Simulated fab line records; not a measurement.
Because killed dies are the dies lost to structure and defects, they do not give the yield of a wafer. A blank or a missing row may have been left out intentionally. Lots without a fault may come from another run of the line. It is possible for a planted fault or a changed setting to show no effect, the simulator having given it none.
Which tool did it? -- flow nandHarc -- Sampling: 13 lots, 39 wafers, 5 of 1159 route steps

== WHAT THE GAUGES READ, wafer by wafer ==
NHARC_HYBRID_BOND_OVL_MEAS_05.
lot,measured,on,overlayXNm (nm),overlayYNm (nm)
L527,day 18 14:01,overlay-01,3 13 31,30 3 -40
L531,day 18 20:03,overlay-02,-42 48 -19,-6 12 60
L528,day 19 00:32,overlay-02,-58 -48 8,8 -52 97
L533,day 19 00:32,overlay-01,-44 -20 21,44 -5 -31
L532,day 19 07:27,overlay-01,-6 19 -41,52 -23 -78
L530,day 19 07:27,overlay-02,6 27 25,13 -54 -22
L535,day 20 08:14,overlay-02,-1 30 21,25 4 -55
L536,day 21 06:53,overlay-02,-43 10 -52,-23 50 22
L537,day 21 19:40,overlay-01,-55 12 -33,-42 4 33
L543,day 22 15:22,overlay-01,15 -17 -2,-5 -15 -49
L545,day 23 07:16,overlay-01,-52 -40 -1,42 -18 -13
L544,day 23 07:16,overlay-01,3 -29 12,-10 -68 -25
L549,day 23 23:11,overlay-02,-10 -10 -38,-17 -76 -24

NHARC_END_SORT_01.
lot,measured,on,killedAtArray,killedAtOther,killedAtPeriphery,killedDies,killedOpen,killedShort
L543,day 23 19:23,prober-01,149 57 122,0 0 0,4 6 5,153 63 127,1 5 1,1 1 2
L544,day 24 04:03,prober-01,49 142 126,0 0 4,5 1 2,54 143 132,2 3 3,2 2 2

== WHAT TOOL EACH LOT RAN ON (gives the tool, then ch and the chambers of the sampled wafers, and finally the start) ==
lot,NHARC_A_CONTACT_ETCH_122,NHARC_THIN_TSV_ETCH_59,NHARC_THIN_TSV_ETCH_36
L527,"harCapEtch-01 ch 0,1, day 16 09:53","rieMetal-01 ch 0,1, day 19 00:10","rieMetal-01 ch 0,1, day 19 00:25"
L531,"harCapEtch-01 ch 1, day 16 21:04","rieMetal-01 ch 0,1, day 19 05:10","rieMetal-01 ch 0,1, day 19 05:23"
L528,"harCapEtch-03 ch 0,1, day 16 21:34","rieMetal-02 ch 0,1, day 19 11:08","rieMetal-02 ch 0,1, day 19 11:20"
L533,"harCapEtch-02 ch 0,1, day 17 03:34","rieMetal-03 ch 0,1, day 19 13:16","rieMetal-03 ch 0,1, day 19 13:31"
L532,"harCapEtch-02 ch 0,1, day 17 07:28","rieMetal-03 ch 0,1, day 19 16:28","rieMetal-03 ch 0,1, day 19 16:42"
L530,"harCapEtch-01 ch 0, day 17 09:12","rieMetal-02 ch 0,1, day 19 17:46","rieMetal-02 ch 0,1, day 19 18:00"
L535,"harCapEtch-01 ch 0,1, day 18 10:45","rieMetal-01 ch 0,1, day 20 17:12","rieMetal-01 ch 0,1, day 20 17:24"
L536,"harCapEtch-01 ch 0,1, day 18 20:36","rieMetal-02 ch 0,1, day 21 15:44","rieMetal-02 ch 0,1, day 21 15:59"
L537,"harCapEtch-03 ch 0,1, day 19 02:14","rieMetal-02 ch 0,1, day 22 04:35","rieMetal-02 ch 0,1, day 22 04:48"
L543,"harCapEtch-01 ch 0,1, day 20 14:29","rieMetal-02 ch 0,1, day 23 02:42","rieMetal-02 ch 0,1, day 23 02:55"
L545,"harCapEtch-02 ch 0,1, day 20 19:11","rieMetal-01 ch 0,1, day 23 17:46","rieMetal-01 ch 0,1, day 23 17:59"
L544,"harCapEtch-01 ch 0,1, day 21 00:14","rieMetal-03 ch 0,1, day 23 18:45","rieMetal-03 ch 0,1, day 23 18:57"
L549,"harCapEtch-02 ch 0,1, day 22 00:31","rieMetal-03 ch 1, day 24 08:17","rieMetal-03 ch 0,1, day 24 08:31"
- NHARC_A_CONTACT_ETCH_122: etches the open film in C4F8/O2/Ar, time 95 s, target depth 930 nm.
- NHARC_THIN_TSV_ETCH_59: etches the open film in Cl2/BCl3, target depth 880 nm, time 138.1 s.
- NHARC_THIN_TSV_ETCH_36: etches the open film in Cl2/BCl3, target depth 65 nm, time 18.571 s.

== AS READ BY THE TOOLS THEMSELVES (means over the sampled wafers that have a number; for cases with no such wafer, the mark the record gives instead) ==
NHARC_THIN_TSV_ETCH_59.
lot,tool,drypumpMotorCurrentA (A),oesProductAu (a.u.),rfFwdPowerW (W),throttleValvePct (%)
L527,rieMetal-01,6.0,1.005,892,22.263
L531,rieMetal-01,6.1,0.995,893,22.262
L528,rieMetal-02,6.5,0.995,896,22.270
L533,rieMetal-03,5.8,0.993,893,22.269
L532,rieMetal-03,5.8,0.990,895,22.255
L530,rieMetal-02,6.6,0.981,899,22.265
L535,rieMetal-01,6.1,0.997,897,22.271
L536,rieMetal-02,6.5,0.992,901,22.265
L537,rieMetal-02,6.5,0.988,894,22.274
L543,rieMetal-02,6.6,0.996,896,22.259
L545,rieMetal-01,6.0,1.000,895,22.255
L544,rieMetal-03,5.8,1.011,892,22.262
L549,rieMetal-03,5.9,0.999,895,22.257

NHARC_THIN_TSV_ETCH_36.
lot,tool,drypumpMotorCurrentA (A),oesProductAu (a.u.)
L527,rieMetal-01,6.1,0.993
L531,rieMetal-01,6.1,0.994
L528,rieMetal-02,6.5,0.996
L533,rieMetal-03,5.8,0.999
L532,rieMetal-03,5.8,0.997
L530,rieMetal-02,6.6,0.989
L535,rieMetal-01,6.1,0.994
L536,rieMetal-02,6.5,0.994
L537,rieMetal-02,6.5,0.998
L543,rieMetal-02,6.5,0.994
L545,rieMetal-01,6.1,0.990
L544,rieMetal-03,5.9,0.992
L549,rieMetal-03,5.9,1.003

== THE ANSWER, worked out from the rows above alone ==
Rule: what is usual is taken from the lots themselves. Put in order of their means at a reading, lots are off if they are a third of the lots or fewer, leave a main group of 4 or more, and stand apart from it by a gap of 3 or more times the standard deviation of the main group's means; of several such gaps the widest counts. A main group is skipped when, at the precision printed for the reading in the tables above, its means are all equal. A lot without any number at a reading at which 4 lots or more have one is off too. All remaining lots with rows at the step are treated as sound. After the gauges, taken in route order, come the tools' own readings; for these a lot's mean is taken, as printed above. The first step at which some lot is off is used, and at that step the reading that is off furthest; a lot without a number counts as furthest.
Across all readings shown, no lot is off: no conclusion can be drawn from this.

== WHAT WAS PUT IN BY THE SIMULATOR ==
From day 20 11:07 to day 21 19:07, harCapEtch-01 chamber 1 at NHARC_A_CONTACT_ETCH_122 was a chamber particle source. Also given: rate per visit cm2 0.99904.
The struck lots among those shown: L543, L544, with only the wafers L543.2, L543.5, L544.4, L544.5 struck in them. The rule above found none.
